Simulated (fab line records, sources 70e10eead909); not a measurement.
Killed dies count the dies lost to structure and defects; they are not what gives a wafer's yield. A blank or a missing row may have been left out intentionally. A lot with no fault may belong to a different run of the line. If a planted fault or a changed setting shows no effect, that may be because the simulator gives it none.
fab line records | flow nand-harc
record lots=6 | wafers=18 | last-day=34
route steps=1302 shown A_SLIT@945 A_SIN_REMOVE@947 A_WL_FILL@952 END@1302
lots untouched by any fault: they come from a run of this same line in which no faults occurred
start-h: hours from the record's opening day to when the first of the lot's shown wafers began | wait-h: time in hours since the lot's previous step | " unchanged from the row above | L1.1+2: several wafers, shown together as one row | - either no value or no given start | * or withheld: withheld | < > ~ a bound
route shown NAME@n: NAME is a module with steps in the file, n the number in the route of the first one | usual: mean and standard deviation over wafers with no fault | same: alike in all rows | chamber/n: place in a boat | sites: per-site readings | _std_site: the values' standard deviation | _edge_site: outer sites' mean less inner sites' | radius-mm: how far each site lies from the wafer's centre | mask NAME#n: copy n | behind: the tool/chamber that last shaped the wafer | hold: reason for holding the lot/hours on hold/outcome of the hold | device: which transistor (n, p or np) failed to switch | end of line: the route-end tests of the same wafers | where a step has no rows: the recipe by itself | killed: dies lost to structure and defects at the first sort, not the wafer's yield | map: a wafer's dies, marking killed ones x, the rest . and places with no die _
set.NAME: setting as actually run; set.NAME@STEP: the setting as run at that earlier step | model.NAME: the simulator's own value behind a step, which no gauge read
lots at some steps of the route; a table a step, a row a wafer
services: when a tool's chamber went out of use (start-h, in hours from the record's first day, below 0 if earlier), for how many hours, and the reason
## steps
# step NHARC_A_SLIT_SRD_20
# step NHARC_A_SLIT_CD_MEAS_21
# usual cd-nm=289.4/1
lot.wafer | tool      | chamber | start-h | wait-h | cd-nm
L488.2    | cd-sem-02 | -       | 557.36  | -      | 291.3
L488.3    | "         | -       | "       | "      | 291.4
L488.4    | "         | -       | "       | "      | 288.8
L489.2    | cd-sem-01 | -       | 562.84  | -      | 289.6
L489.4    | "         | -       | "       | "      | 290.0
L489.5    | "         | -       | "       | "      | 290.3
L493.2    | cd-sem-02 | -       | 600.40  | -      | 288.3
L493.3    | "         | -       | "       | "      | 288.9
L493.6    | "         | -       | "       | "      | 288.4
L495.4    | cd-sem-03 | -       | 605.53  | -      | 290.9
L495.5    | "         | -       | "       | "      | 290.3
L495.6    | "         | -       | "       | "      | 290.2
L498.1    | cd-sem-02 | -       | 659.98  | -      | 289.2
L498.3    | "         | -       | "       | "      | 289.3
L498.5    | "         | -       | "       | "      | 289.2
L502.3    | cd-sem-02 | -       | 688.50  | -      | 289.1
L502.4    | "         | -       | "       | "      | 288.8
L502.6    | "         | -       | "       | "      | 289.3
# step NHARC_A_SIN_REMOVE_WET_00
# recipe temp-c=160 | time-s=15300 | chemistry=H3PO4
# step NHARC_A_SIN_REMOVE_PRECLEAN_01
# recipe time-s=* | temp-c=50 | bath-age-min=0 | chemistry=SC1
# step NHARC_A_SIN_REMOVE_SRD_02
# step NHARC_A_SIN_REMOVE_INSPECT_04
# usual raw-defect-count=376/98
lot.wafer | tool              | chamber | start-h | wait-h | raw-defect-count
L488.2    | defect-inspect-02 | -       | 563.22  | 0.0    | 240
L488.3    | "                 | -       | "       | "      | 292
L488.4    | "                 | -       | "       | "      | 294
L489.2    | defect-inspect-01 | -       | 569.43  | 0.0    | 651
L489.4    | "                 | -       | "       | "      | 629
L489.5    | "                 | -       | "       | "      | 723
L493.2    | defect-inspect-01 | -       | 607.04  | 0.0    | 364
L493.3    | "                 | -       | "       | "      | 309
L493.6    | "                 | -       | "       | "      | 429
L495.4    | defect-inspect-02 | -       | 611.87  | 0.0    | 256
L495.5    | "                 | -       | "       | "      | 639
L495.6    | "                 | -       | "       | "      | 325
L498.1    | defect-inspect-01 | -       | 665.19  | 0.0    | 238
L498.3    | "                 | -       | "       | "      | 339
L498.5    | "                 | -       | "       | "      | 291
L502.3    | defect-inspect-02 | -       | 695.15  | 0.0    | 362
L502.4    | "                 | -       | "       | "      | 342
L502.6    | "                 | -       | "       | "      | 416
# step NHARC_A_WL_FILL_ALD_00
# recipe target-thk-a=30 | pulse-time-s=3 | ald-cycles=30 | temp-c=300 | material=Al2O3
# usual heater-power-w=471/52 | precursor-pulse-height-rel=1.000/0.021
lot.wafer | tool      | chamber | start-h | wait-h | heater-power-w | precursor-pulse-height-rel
L488.4    | ald-hk-01 | 1       | 563.28  | 0.1    | 432            | 1.023
L488.3    | "         | 2       | "       | "      | 563            | 1.026
L488.2    | "         | 3       | "       | "      | 440            | 1.008
L489.2    | ald-hk-02 | 2       | 569.49  | 0.1    | 475            | 0.984
L489.4    | "         | 1       | "       | "      | 508            | 1.003
L489.5    | "         | 3       | "       | "      | 474            | 1.022
L493.2    | ald-hk-04 | 3       | 607.10  | 0.1    | 418            | 1.004
L493.3    | "         | 1       | "       | "      | 401            | 1.012
L493.6    | "         | 0       | "       | "      | 567            | 1.024
L495.4    | ald-hk-02 | 2       | 611.96  | 0.1    | 481            | 1.005
L495.5    | "         | 1       | "       | "      | 520            | 0.995
L495.6    | "         | 2       | "       | "      | 474            | 0.995
L498.1    | ald-hk-02 | 2       | 665.30  | 0.1    | 480            | 0.999
L498.3    | "         | 0       | "       | "      | 434            | 0.970
L498.5    | "         | 3       | "       | "      | 489            | 0.993
L502.3    | ald-hk-01 | 2       | 695.27  | 0.1    | 551            | 0.962
L502.4    | "         | 3       | "       | "      | 437            | 0.976
L502.6    | "         | 0       | "       | "      | 435            | 0.995
# step NHARC_A_WL_FILL_RTA_01
# recipe temp-c=1000 | time-s=5
# usual lamp-power-pct=30.8/2 | wafer_temp_C_max=1003.1/0.79
lot.wafer | tool          | chamber | start-h | wait-h | lamp-power-pct | wafer_temp_C_max
L488.2    | rtp-anneal-02 | 0       | 563.58  | -      | 32.7           | 1004.6
L488.3    | "             | 0       | "       | "      | 32.7           | 1002.5
L488.4    | "             | 0       | "       | "      | 32.6           | 1003.5
L489.2    | rtp-anneal-02 | 0       | 569.94  | 0.4    | 32.7           | 1003.7
L489.4    | "             | 0       | "       | "      | 32.6           | 1003.1
L489.5    | "             | 0       | "       | "      | 32.7           | 1003.8
L493.2    | rtp-anneal-02 | 0       | 607.56  | 0.4    | 32.7           | 1004.0
L493.3    | "             | 0       | "       | "      | 32.7           | 1003.0
L493.6    | "             | 0       | "       | "      | 32.7           | 1002.8
L495.4    | rtp-anneal-01 | 0       | 612.28  | -      | 28.7           | 1003.4
L495.5    | "             | 0       | "       | "      | 28.6           | 1002.0
L495.6    | "             | 0       | "       | "      | 28.7           | 1002.5
L498.1    | rtp-anneal-02 | 0       | 665.56  | -      | 32.7           | 1003.7
L498.3    | "             | 0       | "       | "      | 32.7           | 1004.5
L498.5    | "             | 0       | "       | "      | 32.7           | 1003.9
L502.3    | rtp-anneal-01 | 0       | 695.53  | -      | 28.7           | 1002.6
L502.4    | "             | 0       | "       | "      | 28.7           | 1002.4
L502.6    | "             | 0       | "       | "      | 28.7           | 1002.7
# step NHARC_A_WL_FILL_ALD_02
# recipe target-thk-a=20 | pulse-time-s=3 | ald-cycles=100 | temp-c=450 | material=TiN
# usual heater-power-w=1078/110 | precursor-pulse-height-rel=1.001/0.02
lot.wafer | tool         | chamber | start-h | wait-h | heater-power-w | precursor-pulse-height-rel
L488.3    | ald-metal-03 | 1       | 563.80  | 0.2    | 1032           | 0.987
L488.2    | "            | 2       | "       | "      | 1279           | 0.989
L488.4    | "            | 3       | "       | "      | 1112           | 0.994
L489.2    | ald-metal-02 | 1       | 570.16  | 0.2    | 1071           | 1.017
L489.4    | "            | 3       | "       | "      | 1080           | 1.030
L489.5    | "            | 1       | "       | "      | 1086           | 0.964
L493.3    | ald-metal-03 | 3       | 607.79  | 0.2    | 1106           | 0.999
L493.2    | "            | 0       | "       | "      | 978            | 0.989
L493.6    | "            | 2       | "       | "      | 1201           | 1.012
L495.4    | ald-metal-03 | 2       | 612.49  | 0.2    | 1237           | 1.009
L495.6    | "            | 0       | "       | "      | 984            | 0.987
L495.5    | "            | 1       | "       | "      | 1030           | 0.978
L498.3    | ald-metal-02 | 3       | 665.77  | 0.1    | 983            | 1.008
L498.1    | "            | 0       | "       | "      | 1210           | 0.991
L498.5    | "            | 0       | "       | "      | 1208           | 1.001
L502.3    | ald-metal-03 | 0       | 695.69  | 0.1    | 971            | 0.997
L502.4    | "            | 3       | "       | "      | 1087           | 0.967
L502.6    | "            | 0       | "       | "      | 964            | 1.005
# step NHARC_A_WL_FILL_CVD_03
# recipe target-thk-a=400 | temp-c=300 | pressure-torr=40 | wf6-flow-sccm=40 | h2-flow-sccm=1600 | ar-flow-sccm=1560 | time-s=279 | material=W
# usual heater-power-w=447/45 | mfc-ar-sccm=1560/5.1 | throttle-valve-pct=8.18/0.18
lot.wafer | tool     | chamber | start-h | wait-h | heater-power-w | mfc-ar-sccm | throttle-valve-pct
L488.2    | cvd-w-01 | 0       | 564.20  | 0.1    | 485            | 1558        | 8.30
L488.3    | "        | 0       | "       | "      | 461            | 1554        | 8.50
L488.4    | "        | 1       | "       | "      | 431            | 1552        | 7.94
L489.2    | cvd-w-02 | 1       | 570.61  | 0.1    | 512            | 1560        | 7.98
L489.4    | "        | 0       | "       | "      | 371            | 1556        | 8.14
L489.5    | "        | 0       | "       | "      | 390            | 1555        | 8.23
L493.2    | cvd-w-02 | 0       | 608.24  | 0.1    | 381            | 1566        | 8.06
L493.3    | "        | 0       | "       | "      | 386            | 1556        | 7.96
L493.6    | "        | 0       | "       | "      | 383            | 1558        | 8.06
L495.4    | cvd-w-02 | 0       | 613.00  | 0.2    | 383            | 1560        | 7.98
L495.6    | "        | 1       | "       | "      | 511            | 1562        | 8.04
L495.5    | "        | 0       | "       | "      | 383            | 1560        | 7.98
L498.1    | cvd-w-01 | 0       | 666.26  | 0.1    | 468            | 1563        | 8.35
L498.3    | "        | 0       | "       | "      | 460            | 1562        | 8.25
L498.5    | "        | 1       | "       | "      | 437            | 1559        | 8.18
L502.4    | cvd-w-02 | 1       | 696.23  | 0.2    | 485            | 1561        | 8.05
L502.3    | "        | 0       | "       | "      | 372            | 1557        | 8.34
L502.6    | "        | 1       | "       | "      | 487            | 1555        | 7.87
# step NHARC_A_WL_FILL_ETCHBACK_04
# recipe target-depth-a=600 | time-s=120 | chemistry=NF3
# usual chamber-pressure-mTorr=300.00/0.26 | drypump-motor-current-A=5.9/0.37 | oes-product-au=0.999/0.011
lot.wafer | tool         | chamber | start-h | wait-h | chamber-pressure-mTorr | drypump-motor-current-A | oes-product-au | rf-hours-counter-h
L488.2    | rie-metal-03 | 0       | 564.61  | 0.4    | 300.21                 | 5.9                     | 0.998          | 0.6
L488.3    | "            | 1       | "       | "      | 300.32                 | 5.8                     | 1.003          | -
L488.4    | "            | 0       | "       | "      | 299.88                 | 5.9                     | 0.997          | -
L489.2    | rie-metal-02 | 0       | 570.97  | 0.3    | 299.78                 | 5.9                     | 1.015          | 2.2
L489.4    | "            | 0       | "       | "      | 299.95                 | 5.9                     | 1.012          | -
L489.5    | "            | 1       | "       | "      | 300.03                 | 5.4                     | 1.003          | -
L493.2    | rie-metal-01 | 1       | 608.56  | 0.3    | -                      | -                       | -              | -
L493.3    | "            | 0       | "       | "      | -                      | -                       | -              | -
L493.6    | "            | 1       | "       | "      | -                      | -                       | -              | -
L495.4    | rie-metal-03 | 0       | 613.36  | 0.3    | -                      | -                       | -              | -
L495.6    | "            | 1       | "       | "      | -                      | -                       | -              | -
L495.5    | "            | 0       | "       | "      | -                      | -                       | -              | -
L498.1    | rie-metal-02 | 0       | 666.62  | 0.3    | 299.72                 | 5.9                     | 1.006          | 0.3
L498.3    | "            | 0       | "       | "      | 300.05                 | 5.9                     | 1.012          | -
L498.5    | "            | 0       | "       | "      | 300.02                 | 6.0                     | 1.007          | -
L502.3    | rie-metal-02 | 0       | 696.57  | 0.2    | 300.12                 | 5.9                     | 1.018          | -
L502.4    | "            | 1       | "       | "      | 299.67                 | 5.4                     | 1.002          | -
L502.6    | "            | 1       | "       | "      | 299.95                 | 5.4                     | 1.014          | -
# step NHARC_A_WL_FILL_ETCHBACK_05
# recipe target-depth-a=220 | time-s=60 | temp-c=40 | chemistry=Cl2/BCl3
# usual chamber-pressure-mTorr=10.001/0.011 | drypump-motor-current-A=5.9/0.36 | oes-product-au=0.999/0.011 | temp-c=40.01/0.11
lot.wafer | tool         | chamber | start-h | wait-h | chamber-pressure-mTorr | drypump-motor-current-A | oes-product-au | rf-hours-counter-h | temp-c
L488.2    | rie-metal-03 | 1       | 564.83  | 0.2    | 9.984                  | 5.8                     | 0.997          | 0.7                | 39.87
L488.4    | "            | 0       | "       | "      | 10.008                 | 5.9                     | 0.993          | -                  | 40.01
L488.3    | "            | 1       | "       | "      | 9.996                  | 5.8                     | 0.985          | -                  | 39.90
L489.2    | rie-metal-02 | 1       | 571.19  | 0.2    | 10.008                 | 5.4                     | 0.991          | 2.3                | 40.13
L489.4    | "            | 0       | "       | "      | 9.999                  | 5.9                     | 1.012          | -                  | 40.02
L489.5    | "            | 1       | "       | "      | 9.997                  | 5.4                     | 1.004          | -                  | 39.97
L493.2    | rie-metal-01 | 1       | 608.80  | 0.2    | 9.997                  | 6.1                     | 1.001          | 0.4                | 39.98
L493.3    | "            | 0       | "       | "      | 9.983                  | 6.6                     | 0.980          | -                  | 39.91
L493.6    | "            | 0       | "       | "      | 9.995                  | 6.6                     | 0.980          | -                  | 39.82
L495.4    | rie-metal-03 | 0       | 613.58  | 0.2    | 9.991                  | 5.9                     | 0.999          | -                  | 40.07
L495.5    | "            | 1       | "       | "      | 9.997                  | 5.9                     | 0.979          | -                  | 40.02
L495.6    | "            | 0       | "       | "      | 9.992                  | 5.9                     | 0.992          | -                  | 40.01
L498.1    | rie-metal-02 | 0       | 666.83  | 0.2    | 9.993                  | 5.9                     | 1.012          | 0.4                | 39.64
L498.3    | "            | 1       | "       | "      | 10.003                 | 5.4                     | 1.007          | -                  | 40.12
L498.5    | "            | 1       | "       | "      | 10.017                 | 5.4                     | 1.017          | -                  | 40.06
L502.4    | rie-metal-02 | 0       | 696.77  | 0.1    | 10.017                 | 5.9                     | 0.998          | -                  | 40.06
L502.3    | "            | 1       | "       | "      | 10.000                 | 5.4                     | 1.006          | -                  | 40.14
L502.6    | "            | 1       | "       | "      | 9.986                  | 5.4                     | 1.010          | -                  | 40.08
# step NHARC_END_SORT_01
# recipe temp-c=25
# usual killed-at-array=55/17 | killed-at-other=1.1/1.6 | killed-at-periphery=3.8/2.5 | killed-dies=60/18 | killed-open=3.3/1.9 | killed-short=2.5/1.7
# same gross-dies=677
lot.wafer | tool      | chamber | start-h | wait-h | killed-at-array | killed-at-other | killed-at-periphery | killed-dies | killed-open | killed-short
L493.2    | prober-01 | 0       | 704.35  | 2.8    | 666             | 3               | 8                   | 677         | 1           | 7
L493.3    | prober-01 | 0       | 705.13  | 3.1    | 674             | 0               | 3                   | 677         | 4           | 2
L493.6    | prober-01 | 0       | 707.48  | 3.9    | 675             | 1               | 1                   | 677         | 4           | 1
L495.4    | prober-02 | 0       | 710.10  | 3.4    | 669             | 0               | 8                   | 677         | 4           | 3
L495.5    | prober-02 | 0       | 710.90  | 3.7    | 670             | 1               | 6                   | 677         | 3           | 2
L495.6    | prober-02 | 0       | 711.71  | 4.0    | 670             | 0               | 7                   | 677         | 1           | 1
L498.1    | prober-01 | 0       | 772.25  | 2.5    | 37              | 0               | 5                   | 42          | 4           | 3
L498.3    | prober-01 | 0       | 773.86  | 3.1    | 26              | 0               | 3                   | 29          | 3           | 2
L498.5    | prober-01 | 0       | 775.48  | 3.7    | 32              | 0               | 0                   | 32          | 3           | 2
# killed by level:class
L493.2 A_WL_FILL:area-etchback=621 A_SLIT:chamber-film-flake=18 A_CHANNEL_HOLE_D1:chamber-film-flake=11 P_M2:chamber-film-flake=3 THIN_TSV:chamber-film-flake=3 A_WL_FILL:geometric-particle:short=2 P_GATE:chamber-film-flake=2 A_CHANNEL_FILL_D1:chamber-film-flake=2
L493.3 A_WL_FILL:area-etchback=635 A_SLIT:chamber-film-flake=19 A_CONTACT:chamber-film-flake=6 A_CHANNEL_FILL_D2:chamber-film-flake=5 P_M2:chamber-film-flake=2 P_M1:geometric-particle:open=1 A_ONON_D2:geometric-particle:open=1 A_CHANNEL_FILL_D2:geometric-particle:short=1
L493.6 A_WL_FILL:area-etchback=639 A_SLIT:chamber-film-flake=14 A_CHANNEL_HOLE_D1:chamber-film-flake=7 A_CHANNEL_FILL_D2:chamber-film-flake=4 A_CHANNEL_FILL_D2:geometric-particle:open=2 A_STAIRCASE:chamber-film-flake=2 A_CONTACT:chamber-film-flake=2 A_ONON_D1:geometric-particle:open=1
L495.4 A_WL_FILL:area-etchback=602 A_SLIT:chamber-film-flake=33 A_CHANNEL_HOLE_D1:chamber-film-flake=8 A_STAIRCASE:chamber-film-flake=8 A_CONTACT:chamber-film-flake=4 P_M2:chamber-film-flake=3 A_ZERO_WELL:chamber-film-flake=3 A_WL_FILL:geometric-particle:short=2
L495.5 A_WL_FILL:area-etchback=630 A_SLIT:chamber-film-flake=15 A_CHANNEL_HOLE_D1:chamber-film-flake=6 P_GATE:chamber-film-flake=4 A_ZERO_WELL:chamber-film-flake=3 A_STAIRCASE:chamber-film-flake=3 A_CONTACT:chamber-film-flake=3 A_CHANNEL_FILL_D2:geometric-particle:open=2
L495.6 A_WL_FILL:area-etchback=617 A_SLIT:chamber-film-flake=27 A_CHANNEL_HOLE_D1:chamber-film-flake=12 A_CONTACT:chamber-film-flake=4 A_STAIRCASE:chamber-film-flake=3 P_ZERO_WELL:chamber-film-flake=2 P_STI:chamber-film-flake=2 P_CONTACT:geometric-particle:open=1
L498.1 A_SLIT:chamber-film-flake=18 A_STAIRCASE:chamber-film-flake=6 A_CHANNEL_HOLE_D1:chamber-film-flake=5 A_WL_FILL:chamber-film-flake=2 P_GATE:geometric-particle:open=1 P_GATE:geometric-particle:short=1 P_M0:geometric-particle:open=1 A_CHANNEL_HOLE_D1:geometric-particle:short=1
L498.3 A_SLIT:chamber-film-flake=14 A_CHANNEL_HOLE_D1:chamber-film-flake=3 A_CHANNEL_HOLE_D1:geometric-particle:open=2 P_GATE:chamber-film-flake=2 A_ONON_D2:geometric-particle:short=1 A_CHANNEL_HOLE_D2:geometric-particle:short=1 A_WL_FILL:geometric-particle:open=1 P_CONTACT:chamber-film-flake=1
L498.5 A_SLIT:chamber-film-flake=17 A_CHANNEL_HOLE_D1:chamber-film-flake=5 A_WL_FILL:chamber-film-flake=3 A_ONON_D2:geometric-particle:short=1 A_CHANNEL_FILL_D2:geometric-particle:open=1 A_SGD_CUT:geometric-particle:short=1 A_WL_FILL:geometric-particle:open=1 A_BLC:geometric-particle:open=1
# map L493.2 (x killed, . not)
____________x____________
_________xxxxxxx_________
_______xxxxxxxxxxx_______
______xxxxxxxxxxxxx______
_____xxxxxxxxxxxxxxx_____
____xxxxxxxxxxxxxxxxx____
____xxxxxxxxxxxxxxxxx____
___xxxxxxxxxxxxxxxxxxx___
___xxxxxxxxxxxxxxxxxxx___
__xxxxxxxxxxxxxxxxxxxxx__
__xxxxxxxxxxxxxxxxxxxxx__
_xxxxxxxxxxxxxxxxxxxxxxx_
_xxxxxxxxxxxxxxxxxxxxxxx_
_xxxxxxxxxxxxxxxxxxxxxxx_
_xxxxxxxxxxxxxxxxxxxxxxx_
_xxxxxxxxxxxxxxxxxxxxxxx_
xxxxxxxxxxxxxxxxxxxxxxxxx
xxxxxxxxxxxxxxxxxxxxxxxxx
xxxxxxxxxxxxxxxxxxxxxxxxx
xxxxxxxxxxxxxxxxxxxxxxxxx
xxxxxxxxxxxxxxxxxxxxxxxxx
_xxxxxxxxxxxxxxxxxxxxxxx_
_xxxxxxxxxxxxxxxxxxxxxxx_
_xxxxxxxxxxxxxxxxxxxxxxx_
_xxxxxxxxxxxxxxxxxxxxxxx_
_xxxxxxxxxxxxxxxxxxxxxxx_
__xxxxxxxxxxxxxxxxxxxxx__
__xxxxxxxxxxxxxxxxxxxxx__
___xxxxxxxxxxxxxxxxxxx___
___xxxxxxxxxxxxxxxxxxx___
____xxxxxxxxxxxxxxxxx____
____xxxxxxxxxxxxxxxxx____
_____xxxxxxxxxxxxxxx_____
______xxxxxxxxxxxxx______
_______xxxxxxxxxxx_______
_________xxxxxxx_________
____________x____________
# map L495.4 (x killed, . not)
____________x____________
_________xxxxxxx_________
_______xxxxxxxxxxx_______
______xxxxxxxxxxxxx______
_____xxxxxxxxxxxxxxx_____
____xxxxxxxxxxxxxxxxx____
____xxxxxxxxxxxxxxxxx____
___xxxxxxxxxxxxxxxxxxx___
___xxxxxxxxxxxxxxxxxxx___
__xxxxxxxxxxxxxxxxxxxxx__
__xxxxxxxxxxxxxxxxxxxxx__
_xxxxxxxxxxxxxxxxxxxxxxx_
_xxxxxxxxxxxxxxxxxxxxxxx_
_xxxxxxxxxxxxxxxxxxxxxxx_
_xxxxxxxxxxxxxxxxxxxxxxx_
_xxxxxxxxxxxxxxxxxxxxxxx_
xxxxxxxxxxxxxxxxxxxxxxxxx
xxxxxxxxxxxxxxxxxxxxxxxxx
xxxxxxxxxxxxxxxxxxxxxxxxx
xxxxxxxxxxxxxxxxxxxxxxxxx
xxxxxxxxxxxxxxxxxxxxxxxxx
_xxxxxxxxxxxxxxxxxxxxxxx_
_xxxxxxxxxxxxxxxxxxxxxxx_
_xxxxxxxxxxxxxxxxxxxxxxx_
_xxxxxxxxxxxxxxxxxxxxxxx_
_xxxxxxxxxxxxxxxxxxxxxxx_
__xxxxxxxxxxxxxxxxxxxxx__
__xxxxxxxxxxxxxxxxxxxxx__
___xxxxxxxxxxxxxxxxxxx___
___xxxxxxxxxxxxxxxxxxx___
____xxxxxxxxxxxxxxxxx____
____xxxxxxxxxxxxxxxxx____
_____xxxxxxxxxxxxxxx_____
______xxxxxxxxxxxxx______
_______xxxxxxxxxxx_______
_________xxxxxxx_________
____________x____________
## services
tool         | chamber | start-h | hours | kind
cvd-w-01     | -       | 547.00  | 13.0  | pm
rie-metal-01 | -       | 554.46  | 1.6   | repair
ald-metal-03 | -       | 568.00  | 10.0  | pm
ald-metal-03 | 0       | 568.00  | 10.0  | vent-cycle
ald-metal-03 | 1       | 568.00  | 10.0  | vent-cycle
ald-metal-03 | 2       | 568.00  | 10.0  | vent-cycle
ald-metal-03 | 3       | 568.00  | 10.0  | vent-cycle
rie-metal-01 | -       | 575.00  | 9.0   | pm
ald-metal-03 | 0       | 578.00  | -     | clean
ald-metal-02 | 3       | 593.19  | 10.9  | repair
rie-metal-01 | 1       | 606.74  | 1.8   | repair
ald-metal-02 | -       | 610.00  | 10.0  | pm
ald-hk-04    | -       | 615.66  | 10.0  | pm
ald-metal-03 | 0       | 619.24  | 8.1   | repair
rie-metal-02 | -       | 631.00  | 9.0   | pm
rie-metal-02 | 0       | 631.00  | 9.0   | vent-cycle
rie-metal-02 | 1       | 631.00  | 9.0   | vent-cycle
cvd-w-02     | -       | 631.02  | 13.0  | pm
rie-metal-02 | 0       | 640.00  | -     | clean
rie-metal-02 | 1       | 640.00  | -     | clean
ald-hk-01    | -       | 652.00  | 10.0  | pm
ald-metal-03 | 2       | 653.05  | 30.4  | repair
ald-metal-03 | -       | 680.96  | 1.1   | repair
rie-metal-03 | -       | 696.00  | 9.0   | pm
## key
first-sign step=NHARC_A_WL_FILL_ETCHBACK_04 | reading=tool-record | direction=missing
effect step=NHARC_END_SORT_01 | reading=killed-at-array | direction=up | sigmas=35 | usual=55 | struck=671
more-kills-born-at NHARC_A_WL_FILL_ETCHBACK_04@rie-metal-01=1892 | NHARC_A_WL_FILL_ETCHBACK_04@rie-metal-03=1849
met-at NHARC_A_WL_FILL_ETCHBACK_04
struck-wafers L493.2,L493.3,L493.6,L495.4,L495.5,L495.6
later-rows-left-out L493.2,L493.3,L493.6,L495.4,L495.5,L495.6
tester-left-out L493,L495
onset-between 564.61 608.56
fault kind=skipped-step-whole | tool=rie-metal-01,rie-metal-03 | chamber=- | onset-h=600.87 | steps=NHARC_A_WL_FILL_ETCHBACK_04 | scope=struck-lots-only
# tester-left-out: of these lots the tester's yield and bins aren't shown, on N5 and GAA mostly nor the transistor test; their killed dies are dies lost to structure and defects alone, not to doping, threshold or leakage, so they don't give the yield
# later-rows-left-out: the simulator's readings of these wafers behind a module that went badly wrong aren't trusted and aren't shown, but for the sort
